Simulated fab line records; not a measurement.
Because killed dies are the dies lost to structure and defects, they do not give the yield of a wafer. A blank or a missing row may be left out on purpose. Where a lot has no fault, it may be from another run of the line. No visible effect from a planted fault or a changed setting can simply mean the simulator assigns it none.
Lot-split experiment    flow n5Finfet    21 wafers read across 7 lots, on a route 1938 steps long

THE SPLIT ITSELF
At N5_BEOL_M11_PEB_26 (peb time 60 s), the setting pebTimeS was moved away from the recipe's 60 s on 7 of the 21 wafers read, by -20.4% to -8.0%. For the rest of the wafers, this setting stayed at what the recipe calls for.

BETWEEN THE SPLIT AND THE READING: the file shows 1 step in between
- N5_BEOL_M11_DEVELOP_27: develop time 30 s

THE READING
cdNm, in nm, at N5_BEOL_M11_CD_MEAS_28 (target cd 70 nm). Fault-free wafers of this fab line usually give 69.7 nm, standard deviation 0.8 nm.

wafer   tool, chamber at the split  pebTimeS as run, s  against the recipe  cdNm, nm  against lot-mates on the recipe
L075.1  lithoTrack-04, 0            60                  recipe              68.1      -
L075.3  lithoTrack-04, 0            53.88               -10.2%              64.2      -3.9
L075.6  lithoTrack-04, 0            60                  recipe              68.1      -
L080.2  lithoTrack-05, 0            60                  recipe              70.6      -
L080.3  lithoTrack-05, 0            60                  recipe              70.2      -
L080.5  lithoTrack-05, 0            49.17               -18.1%              60.8      -9.6
L084.1  lithoTrack-03, 0            60                  recipe              70.3      -
L084.5  lithoTrack-03, 0            60                  recipe              69.7      -
L084.6  lithoTrack-03, 0            60                  recipe              69.4      -
L085.3  lithoTrack-05, 0            60                  recipe              69.9      -
L085.5  lithoTrack-05, 0            60                  recipe              69.7      -
L085.6  lithoTrack-05, 0            60                  recipe              69.4      -
L089.2  lithoTrack-04, 0            50.66               -15.6%              60.0      -9.3
L089.5  lithoTrack-04, 0            50.66               -15.6%              60.5      -8.8
L089.6  lithoTrack-04, 0            60                  recipe              69.3      -
L094.1  lithoTrack-03, 0            60                  recipe              70.3      -
L094.2  lithoTrack-03, 0            47.77               -20.4%              57.7      -12.6
L094.4  lithoTrack-03, 0            47.77               -20.4%              60.1      -10.2
L096.1  lithoTrack-04, 0            60                  recipe              68.7      -
L096.3  lithoTrack-04, 0            60                  recipe              68.9      -
L096.6  lithoTrack-04, 0            55.23               -8.0%               64.3      -4.5

THE FIT
A straight line over all 21 wafers: cdNm changes by +0.533 nm for each +1% of pebTimeS; r = +0.98; the points scatter about the line by 0.88 nm.
The same after taking each lot's own level away (the mean of its wafers on the recipe; 21 wafers): +0.553 nm for each +1%; r = +0.99; scatter 0.62 nm.
On that fit, the largest move of pebTimeS shifts the reading by 11 nm.
Measured against the standard deviation above, the lots' own levels, which go from 68.10 to 70.40 nm, span 2.9 times it.
The two slopes are in agreement: the lot-to-lot level therefore moves the slope only a little.
Check: -10.8 nm against its lot-mates is what the line predicts for one of the wafers moved furthest among these (-20.4%) when that wafer is left out of the fit. Against them it came out at -12.6 nm.

THE OTHER SPLITS THESE WAFERS WENT THROUGH
These wafers also went through other splits before the reading. Each is held against what the fit with the lots' levels taken away leaves over:
other split on the same wafers    wafers away from the commonest value  r with cdNm (lot level and that fit taken away)
N5_BEOL_M8_EXPOSE_25 doseMj       8                                     +0.26
N5_BEOL_M10_TRENCH_ETCH_37 biasW  8                                     +0.01
N5_BEOL_M11_COAT_22 spinRpm       6                                     +0.37

THE FILE'S OWN FIT
cdNm changes by +0.541 nm for each +1% of pebTimeS, r = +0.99.
